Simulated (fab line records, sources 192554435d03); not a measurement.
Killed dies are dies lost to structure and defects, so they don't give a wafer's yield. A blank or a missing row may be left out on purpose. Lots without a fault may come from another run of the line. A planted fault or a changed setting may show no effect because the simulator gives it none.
Which tool did it? | flow n5_finfet | 11 lots, 32 wafers sampled, at 5 steps of a route of 1938

WHAT THE GAUGES READ, wafer by wafer
N5_BEOL_M1_INSPECT_30: inspects for defects (brightfield).
lot  | measured     | on                | raw_defect_count
L523 | day 6 13:35  | defect_inspect-02 | 408 298 416
L524 | day 6 13:38  | defect_inspect-02 | 323 343 263
L526 | day 6 18:01  | defect_inspect-02 | 367 455 328
L528 | day 7 12:14  | defect_inspect-01 | 319 317 302
L529 | day 7 16:16  | defect_inspect-02 | 258 373 408
L530 | day 7 19:06  | defect_inspect-02 | 408 396 238
L533 | day 8 17:21  | defect_inspect-02 | 371 309 367
L535 | day 9 05:52  | defect_inspect-02 | 463 381 403
L536 | day 9 12:39  | defect_inspect-02 | 448 342 421
L537 | day 9 16:02  | defect_inspect-01 | 302 330
L546 | day 11 21:55 | defect_inspect-02 | 308 394 392

N5_BEOL_M4_RC_MEAS_101.
lot  | measured     | on        | DIBL_N (mV/V)  | DIBL_P (mV/V)  | IOFF_N (nA/um)    | IOFF_P (nA/um)    | ION_N (uA/um) | ION_P (uA/um) | SS_N (mV/dec)  | SS_P (mV/dec)  | VT_N (mV)         | VT_P (mV)
L523 | day 9 04:07  | prober-01 | 39.0 36.3 36.8 | 37.5 36.0 35.1 | 0.173 0.139 0.135 | 0.234 0.203 0.192 | 668 675 670   | 458 463 453   | 72.5 70.9 72.2 | 74.6 73.4 73.6 | 250.1 250.3 253.8 | -247.6 -250.4 -255.3
L524 | day 9 18:11  | prober-01 | 37.5 37.8 35.0 | 38.2 39.5 35.7 | 0.185 0.200 0.143 | 0.238 0.248 0.190 | 676 675 670   | 460 459 463   | 71.3 73.1 71.3 | 74.3 74.2 73.0 | 247.9 245.3 250.0 | -248.6 -248.1 -251.1
L526 | day 10 03:50 | prober-01 | 35.0 35.6 36.1 | 36.1 37.4 37.8 | 0.126 0.148 0.149 | 0.198 0.235 0.227 | 669 679 668   | 459 473 458   | 70.9 71.3 71.5 | 72.1 73.1 72.3 | 255.9 248.9 251.6 | -249.1 -247.1 -248.8
L528 | day 11 10:13 | prober-01 | 36.3 34.8 36.3 | 36.4 33.7 35.6 | 0.166 0.135 0.171 | 0.199 0.167 0.199 | 684 677 691   | 462 463 465   | 71.2 71.3 71.8 | 73.6 72.6 73.6 | 248.7 252.9 248.2 | -252.6 -251.8 -250.2
L529 | day 11 17:12 | prober-01 | 38.0 37.0 37.8 | 36.8 36.1 36.5 | 0.165 0.151 0.166 | 0.207 0.196 0.200 | 667 676 680   | 454 456 455   | 71.7 70.8 71.3 | 73.4 72.4 73.5 | 248.1 249.1 249.3 | -253.2 -252.9 -253.1
L530 | day 13 01:34 | prober-02 | 36.7 37.7 36.1 | 37.0 37.7 34.9 | 0.177 0.182 0.156 | 0.217 0.223 0.183 | 689 677 670   | 466 459 456   | 71.6 72.3 71.0 | 74.0 73.2 73.2 | 250.4 245.9 249.7 | -248.3 -247.1 -251.6
L533 | day 14 10:34 | prober-02 | 36.8 37.9 37.7 | 35.7 37.1 37.4 | 0.137 0.163 0.156 | 0.201 0.222 0.216 | 677 675 672   | 467 468 461   | 70.4 71.6 71.7 | 72.5 73.2 74.0 | 250.5 249.0 248.3 | -250.7 -246.1 -251.8
L535 | day 14 23:47 | prober-01 | 34.7 36.8 35.3 | 33.6 35.7 34.6 | 0.137 0.175 0.146 | 0.184 0.211 0.197 | 666 667 665   | 458 453 458   | 70.4 71.2 70.7 | 72.8 73.8 73.1 | 250.3 248.7 248.0 | -251.3 -250.6 -250.7
L536 | day 15 10:38 | prober-01 | 36.8 34.9 37.2 | 37.0 35.0 37.4 | 0.144 0.116 0.153 | 0.238 0.204 0.250 | 663 650 665   | 460 455 460   | 72.3 71.6 72.1 | 73.7 72.6 73.7 | 251.8 257.1 251.9 | -247.6 -250.4 -248.8
L537 | day 15 19:30 | prober-02 | 34.5 36.7      | 33.9 36.1      | 0.128 0.169       | 0.210 0.253       | 662 682       | 464 467       | 70.8 71.6      | 72.8 72.9      | 253.7 245.5       | -245.9 -243.8
L546 | day 16 04:41 | prober-02 | 37.2 38.7 37.2 | 36.6 36.8 35.6 | 0.171 0.196 0.161 | 0.241 0.250 0.223 | 678 671 674   | 467 461 464   | 72.2 72.8 71.9 | 73.7 73.2 73.3 | 251.6 246.3 247.5 | -246.2 -246.9 -249.5

WHICH TOOL RAN EACH LOT (tool, then ch and the chambers of the sampled wafers, then the start)
lot  | N5_BEOL_M1_CVD_47               | N5_BEOL_M1_SPUTTER_48        | N5_BEOL_M1_ANNEAL_82
L523 | cvd_co-01 ch 0,1,2, day 6 16:11 | pvd_sputter-01, day 6 16:26  | pvd_sputter-01, day 6 16:57
L524 | cvd_co-02 ch 0,2, day 6 17:01   | pvd_sputter-03, day 6 17:16  | pvd_sputter-03, day 6 17:47
L526 | cvd_co-02 ch 0,1, day 7 15:30   | pvd_sputter-03, day 7 15:41  | pvd_sputter-03, day 7 16:12
L528 | cvd_co-02 ch 0,2, day 8 07:48   | pvd_sputter-02, day 8 07:58  | pvd_sputter-02, day 8 08:29
L529 | cvd_co-01 ch 1,2, day 8 11:16   | pvd_sputter-01, day 8 11:32  | pvd_sputter-01, day 8 12:04
L530 | cvd_co-01 ch 0,2, day 8 13:26   | pvd_sputter-03, day 8 13:39  | pvd_sputter-03, day 8 14:10
L533 | cvd_co-01 ch 0,1,2, day 9 01:28 | pvd_sputter-03, day 9 03:13  | pvd_sputter-03, day 9 03:44
L535 | cvd_co-01 ch 0,2, day 9 08:32   | pvd_sputter-03, day 9 08:42  | pvd_sputter-03, day 9 09:13
L536 | cvd_co-02 ch 0,2, day 9 16:24   | pvd_sputter-02, day 9 17:01  | pvd_sputter-02, day 9 17:32
L537 | cvd_co-02 ch 1,2, day 9 19:43   | pvd_sputter-02, day 9 19:52  | pvd_sputter-02, day 9 20:25
L546 | cvd_co-01 ch 1,2, day 13 09:35  | pvd_sputter-01, day 13 09:44 | pvd_sputter-01, day 13 10:16
- N5_BEOL_M1_CVD_47: deposits Co from CCTBA/H2, target thk 3 nm, time 223.8 s.
- N5_BEOL_M1_SPUTTER_48: material Cu, target thk 4.5 nm, time 8.29 s.
- N5_BEOL_M1_ANNEAL_82: time 240 s.

WHAT THE TOOLS THEMSELVES READ (means of the sampled wafers that have a number; where no wafer has one, the mark that the record gives instead)
N5_BEOL_M1_CVD_47.
lot  | tool      | run_length_s (s)
L523 | cvd_co-01 | 246.7
L524 | cvd_co-02 | 247.0
L526 | cvd_co-02 | 246.6
L528 | cvd_co-02 | 247.0
L529 | cvd_co-01 | 246.6
L530 | cvd_co-01 | 246.6
L533 | cvd_co-01 | 247.0
L535 | cvd_co-01 | 246.9
L536 | cvd_co-02 | 247.3
L537 | cvd_co-02 | 247.4
L546 | cvd_co-01 | 247.0

N5_BEOL_M1_SPUTTER_48.
lot  | tool           | throttle_valve_pct (%)
L523 | pvd_sputter-01 | 31.0
L524 | pvd_sputter-03 | 28.9
L526 | pvd_sputter-03 | 28.5
L528 | pvd_sputter-02 | 30.0
L529 | pvd_sputter-01 | 29.9
L530 | pvd_sputter-03 | 28.7
L533 | pvd_sputter-03 | 28.7
L535 | pvd_sputter-03 | 29.1
L536 | pvd_sputter-02 | 29.4
L537 | pvd_sputter-02 | 29.9
L546 | pvd_sputter-01 | 29.6

N5_BEOL_M1_ANNEAL_82.
lot  | tool           | heater_power_w (W)
L523 | pvd_sputter-01 | 717
L524 | pvd_sputter-03 | 895
L526 | pvd_sputter-03 | 853
L528 | pvd_sputter-02 | 834
L529 | pvd_sputter-01 | 789
L530 | pvd_sputter-03 | 798
L533 | pvd_sputter-03 | 799
L535 | pvd_sputter-03 | 876
L536 | pvd_sputter-02 | 803
L537 | pvd_sputter-02 | 852
L546 | pvd_sputter-01 | 778

THE ANSWER, worked out from the rows above alone
Rule: what is usual is taken from the lots themselves. Put in order of their means at a reading, lots are off if they are a third of the lots or fewer, leave a main group of 4 or more, and stand apart from it by a gap of 3 or more times the standard deviation of the main group's means; of several such gaps the widest counts. A main group whose means are all the same, to the digits that the tables above print for the reading, isn't used. A lot without any number at a reading at which 4 lots or more have one is off too. The other lots that the step has rows for count as sound. The gauges are gone through in route order, then the tools' own readings, and for those a lot's mean is taken as printed above. The first step at which some lot is off is used, and at that step the reading that is off furthest; a lot without a number counts as furthest.
No lot is off at any reading shown: from this, nothing can be told.

WHAT THE SIMULATOR HAD PUT IN
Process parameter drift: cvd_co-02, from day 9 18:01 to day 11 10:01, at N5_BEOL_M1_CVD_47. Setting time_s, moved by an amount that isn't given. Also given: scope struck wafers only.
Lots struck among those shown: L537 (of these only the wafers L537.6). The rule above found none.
